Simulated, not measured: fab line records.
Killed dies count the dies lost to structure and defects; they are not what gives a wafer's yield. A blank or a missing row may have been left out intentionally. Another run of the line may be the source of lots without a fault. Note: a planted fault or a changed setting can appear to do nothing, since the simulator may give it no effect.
What tool caused it? || flow nandHarc || 21 wafers from 7 lots sampled at 3 of the route's 1159 steps

## WHAT THE GAUGES READ, wafer by wafer
NHARC_P_M0_CD_MEAS_09: the cd target is 90 nm.
{"lot": "L862", "measured": "day 6 06:58", "on": "cdSem-01", "cdNm (nm)": "89.6 88.4 88.6"}
{"lot": "L864", "measured": "day 6 16:44", "on": "cdSem-03", "cdNm (nm)": "89.9 89.3 90.9"}
{"lot": "L867", "measured": "day 7 07:32", "on": "cdSem-03", "cdNm (nm)": "89.7 89.8 90.0"}
{"lot": "L870", "measured": "day 8 03:35", "on": "cdSem-01", "cdNm (nm)": "90.4 91.3 90.5"}
{"lot": "L876", "measured": "day 9 21:34", "on": "cdSem-02", "cdNm (nm)": "126.1 126.8 126.6"}
{"lot": "L878", "measured": "day 10 03:01", "on": "cdSem-01", "cdNm (nm)": "90.1 90.6 91.2"}
{"lot": "L884", "measured": "day 11 07:31", "on": "cdSem-03", "cdNm (nm)": "89.5 89.3 90.1"}

## EACH LOT AND THE TOOL THAT RAN IT (in order: tool; ch and the chambers of the sampled wafers; start)
{"lot": "L862", "NHARC_P_CONTACT_ETCH_35": "rieDiel-08 ch 1,2,3, day 5 21:22", "NHARC_P_M0_PEB_07": "lithoTrack-04 ch 0, day 6 06:53"}
{"lot": "L864", "NHARC_P_CONTACT_ETCH_35": "rieDiel-11 ch 1,2,3, day 6 08:25", "NHARC_P_M0_PEB_07": "lithoTrack-01 ch 0, day 6 16:40"}
{"lot": "L867", "NHARC_P_CONTACT_ETCH_35": "rieDiel-08 ch 0,1,2, day 7 03:37", "NHARC_P_M0_PEB_07": "lithoTrack-06 ch 0, day 7 07:28"}
{"lot": "L870", "NHARC_P_CONTACT_ETCH_35": "rieDiel-04 ch 0,1, day 7 18:58", "NHARC_P_M0_PEB_07": "lithoTrack-06 ch 0, day 8 03:31"}
{"lot": "L876", "NHARC_P_CONTACT_ETCH_35": "rieDiel-04 ch 1,2, day 9 15:25", "NHARC_P_M0_PEB_07": "lithoTrack-06 ch 0, day 9 21:29"}
{"lot": "L878", "NHARC_P_CONTACT_ETCH_35": "rieDiel-04 ch 0,1,2, day 9 23:07", "NHARC_P_M0_PEB_07": "lithoTrack-01 ch 0, day 10 02:56"}
{"lot": "L884", "NHARC_P_CONTACT_ETCH_35": "rieDiel-11 ch 0,1,3, day 11 03:37", "NHARC_P_M0_PEB_07": "lithoTrack-04 ch 0, day 11 07:26"}
- NHARC_P_CONTACT_ETCH_35: etches the open film in CF4, target depth 39 nm, time 65 s.
- NHARC_P_M0_PEB_07: peb time 65 s.

## THE ANSWER, worked out from the rows above alone
Rule: the lots themselves supply what counts as usual. The widest of any qualifying gaps counts: lots, ordered by their means at a reading, are off when they make up no more than a third of the lots, leave a main group of 4 or more, and stand apart from it by 3 or more times the standard deviation of that group's means. The tables above print the reading to a certain number of digits; a main group whose means all agree to those digits is not used. A lot without any number at a reading at which 4 lots or more have one is off too. All remaining lots with rows at the step are treated as sound.
Off: L876, at NHARC_P_M0_CD_MEAS_09 (cdNm). The main group: mean 90.0 nm, standard deviation 0.63.
A tool fits if, at a process step before that reading, it ran every lot that is off, and no sound lot after the first of them. The gauges at NHARC_P_M0_CD_MEAS_09 are tried like those tools. This does not decide it: 2 tools fit, namely lithoTrack-06 at NHARC_P_M0_PEB_07 and cdSem-02 at NHARC_P_M0_CD_MEAS_09.

## WHAT HAD BEEN PUT IN BY THE SIMULATOR
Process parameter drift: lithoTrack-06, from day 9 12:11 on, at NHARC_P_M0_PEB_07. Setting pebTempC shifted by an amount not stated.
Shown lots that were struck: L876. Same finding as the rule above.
